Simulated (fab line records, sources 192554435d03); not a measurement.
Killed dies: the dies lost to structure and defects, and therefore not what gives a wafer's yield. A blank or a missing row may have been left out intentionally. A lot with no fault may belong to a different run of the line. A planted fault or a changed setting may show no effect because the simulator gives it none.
Matching of chambers	flow n5-finfet	cvd-co-01 running N5_MOL_CONTACT_COAG_CO_FILL_22: 3 sister chambers
The step material Co, precursor CCTBA/H2, target thk 20 nm. 6 wafers are shown with their chamber, then 7 later ones without.

## WAFERS PAIRED WITH THEIR CHAMBERS
wafer	chamber	heater-power-w (W)
L159.5	1	295
L167.1	2	253
L167.3	0	222
L167.4	2	241
L175.2	1	279
L175.3	0	228

## WAFERS WHOSE CHAMBER IS MISSING
wafer	heater-power-w (W)
L175.6	228
L177.3	245
L177.5	226
L177.6	280
L178.1	268
L178.2	253
L178.6	273

## WHICH CHAMBER EACH ONE RAN IN
wafer	from the rows above	in truth
L175.6	can't be placed: 0 or 2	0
L177.3	2	2
L177.5	0	0
L177.6	1	1
L178.1	can't be placed: 1 or 2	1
L178.2	2	2
L178.6	can't be placed: 1 or 2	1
Correct placement for 4 of the 7. Can't be placed from these rows: 3 (the true chamber is among the candidates in 3). Placed wrongly: 0.
How it was worked out, from the rows above alone: a wafer's distance from a chamber is the root of the sum, over the readings, of the square of ((its reading less the chamber's mean) divided by the reading's scatter). If the next closest chamber is less than 2 further off than the closest, the wafer can't be placed; otherwise it belongs to the closest. The mean given for a chamber averages the wafers shown for that chamber. How the scatter is found: for the shown wafers, subtract from each reading the mean of its chamber, square and add these, divide the total by (wafers less chambers), then take the root.
